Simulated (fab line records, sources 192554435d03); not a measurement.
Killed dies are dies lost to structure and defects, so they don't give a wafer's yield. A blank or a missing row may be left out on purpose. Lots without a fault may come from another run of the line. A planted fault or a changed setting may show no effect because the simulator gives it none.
A struck lot beside a sound one | flow n5_finfet | 37 steps out of a route of 1938
Sound: wafers L139.3, L139.5, L139.6. Struck: wafers L136.1, L136.4, L136.5. The cause comes at the end.
At each step with rows: each side's tool, then ch and its chambers, then its first start. Under that, the readings that differ: sound wafers | struck wafers | difference of the means | sigmas: that difference in standard deviations of wafers without a fault.
alike: readings whose means differ by less than 2 such deviations, and words and numbers that are the same on both sides. not compared: withheld readings, readings that some wafer has no value for, bounds like >300 that may hide the same value, and numbers for which the record gives no deviation and whose values overlap.
The two part at a step that has a row with sigmas, a row that says differs or no value, or rows on one side only. Numbers that don't overlap but have no deviation are shown without sigmas and don't part them. A reading that every wafer of one side lacks parts them only if that side has two wafers or more.

first, 9 steps without rows for these wafers: N5_MOL_CONTACT_COAG_PRECLEAN_127 (cleans in DIW, time 57.5 s); N5_MOL_CONTACT_COAG_SRD_128 (dry time 32 s); N5_MOL_CONTACT_COAG_CMP_52 (polishes, stops on SiO2, t overpolish 1.5 s, target thk 66.5 nm); N5_MOL_CONTACT_COAG_ANNEAL_112 (time 1800 s); N5_BEOL_M0_SAQP_PECVD_00 (deposits SiCN from 3MS/NH3, target thk 8 nm, time 14 s); N5_BEOL_M0_SAQP_ILD_DEP_01 (deposits SiOC from DEMS/O2, target thk 45.419 nm, time 8.7 s); N5_BEOL_M0_SAQP_HM_DEP_02 (deposits TiN, target thk 12 nm); N5_BEOL_M0_SAQP_PECVD_03 (deposits SiCN from 3MS/NH3, target thk 12 nm, time 21.1 s); N5_BEOL_M0_SAQP_PECVD_96 (deposits a-Si from SiH4/He, target thk 45 nm, time 45.2 s).
N5_BEOL_M0_SAQP_PECVD_97: deposits SiNx from SiH4/NH3/N2, target thk 23 nm, time 19.9 s.
  sound on pecvd-04 ch 0,2, day 11 07:20; struck on pecvd-01 ch 0,1,2, day 10 10:06
  reading                                         | sound        | struck       | difference | sigmas
  model.SiNx_of_BEOL_M0_SAQP_PECVD_97.thk_nm (nm) | 22.6 23 23.2 | 17 17.2 16.8 | -6         |
  alike: heater_power_w, showerhead_plenum_p_Torr, throttle_valve_pct
then, 24 steps without rows for these wafers: N5_BEOL_M0_SAQP_PECVD_04 (deposits a-Si from SiH4/He, target thk 60 nm, time 60.2 s); N5_BEOL_M0_SAQP_HM_DEP_111 (deposits SiO2 from SiH4/N2O, target thk 12 nm, time 7.2 s); N5_BEOL_M0_SAQP_COAT_81 (time 60 s, resist thk 100 nm); N5_BEOL_M0_SAQP_COAT_82 (time 60 s, resist thk 30 nm); N5_BEOL_M0_SAQP_COAT_08 (resist thk 90 nm); N5_BEOL_M0_SAQP_EBR_10; N5_BEOL_M0_SAQP_SOFTBAKE_09 (time 60 s); N5_BEOL_M0_SAQP_EXPOSE_11 (exposes mask M0 CORE, target cd 42 nm); N5_BEOL_M0_SAQP_PEB_12 (peb time 60 s); N5_BEOL_M0_SAQP_DEVELOP_13 (develop time 30 s); N5_BEOL_M0_SAQP_DESCUM_19 (chemistry O2, time 7.9 s); N5_BEOL_M0_SAQP_ETCH_83 (etches SiARC in CF4, target depth 39 nm, time 65 s); N5_BEOL_M0_SAQP_ETCH_84 (etches SOC in N2/H2, target depth 100 nm, overetch 20 nm, time 150 s); N5_BEOL_M0_SAQP_STRIP_80 (strips in N2/H2); N5_BEOL_M0_SAQP_HM_OPEN_112 (chemistry CHF3/O2, target SiO2, stops on a-Si, target depth 12 nm, time 13.5 s); N5_BEOL_M0_SAQP_STRIP_113 (strips in CHF3/O2); N5_BEOL_M0_SAQP_MANDREL_ETCH_20 (etches a-Si in HBr/Cl2, stops on SiNx, target depth 60 nm, bt time 10 s, time 30 s); N5_BEOL_M0_SAQP_STRIP_86 (strips in N2/H2); N5_BEOL_M0_SAQP_STRIP_115 (strips in post etch residue remover, time 60 s); N5_BEOL_M0_SAQP_SRD_93 (time 30 s); N5_BEOL_M0_SAQP_RECESS_114 (chemistry HF/NH3, target SiO2, target depth 14.4 nm, afs cycles 3, sublimation time 60 s); N5_BEOL_M0_SAQP_SPACER1_ALD_98 (deposits SiO2, target thk 12.8 nm, pulse time 1 s, purge time 2 s); N5_BEOL_M0_SAQP_SPACER1_ETCHBACK_99 (etches SiO2 in CHF3/O2, target depth 15.4 nm, time 7.7 s); N5_BEOL_M0_SAQP_MANDREL1_REMOVE_100 (chemistry HBr/Cl2/O2, target a-Si, stops on SiNx, bt time 10 s).
N5_BEOL_M0_SAQP_ETCH_106: etches SOC in N2/H2, stops on SiNx, target depth 150 nm.
  sound on rie_diel-01 ch 1,2, day 11 10:20; struck on rie_diel-04 ch 0,2, day 10 13:19
  reading                                         | sound        | struck      | difference | sigmas
  model.SiNx_of_BEOL_M0_SAQP_PECVD_97.thk_nm (nm) | 15 15.4 15.2 | 9.2 9.6 9.2 | -5.9       |
  alike: chamber_pressure_mTorr, drypump_motor_current_A, oes_product_au, rf_vpp_V, showerhead_plenum_p_Torr, throttle_valve_pct
  not compared: rf_hours_counter_h
-- the record jumps here: 2 days lie between the struck wafers' starts before and after (it left off in module BEOL_M0_SAQP and takes up again in module BEOL_M4, whose first step shown is number 1111 of the route) --
N5_BEOL_M4_RC_MEAS_101:
  sound on prober-01 ch 0, day 14 00:46; struck on prober-02 ch 0, day 13 00:05
  alike: DIBL_N, DIBL_P, IOFF_N, IOFF_P, ION_N, ION_P, SS_N, SS_P, VT_N, VT_P
N5_PASSIVATION_PROBE_49:
  the record has rows for the sound wafers here (prober-02, day 18 15:02) and none for the struck ones

WHERE THEY PART
Only at N5_PASSIVATION_PROBE_49, within this record.

WHY: what the simulator had put in
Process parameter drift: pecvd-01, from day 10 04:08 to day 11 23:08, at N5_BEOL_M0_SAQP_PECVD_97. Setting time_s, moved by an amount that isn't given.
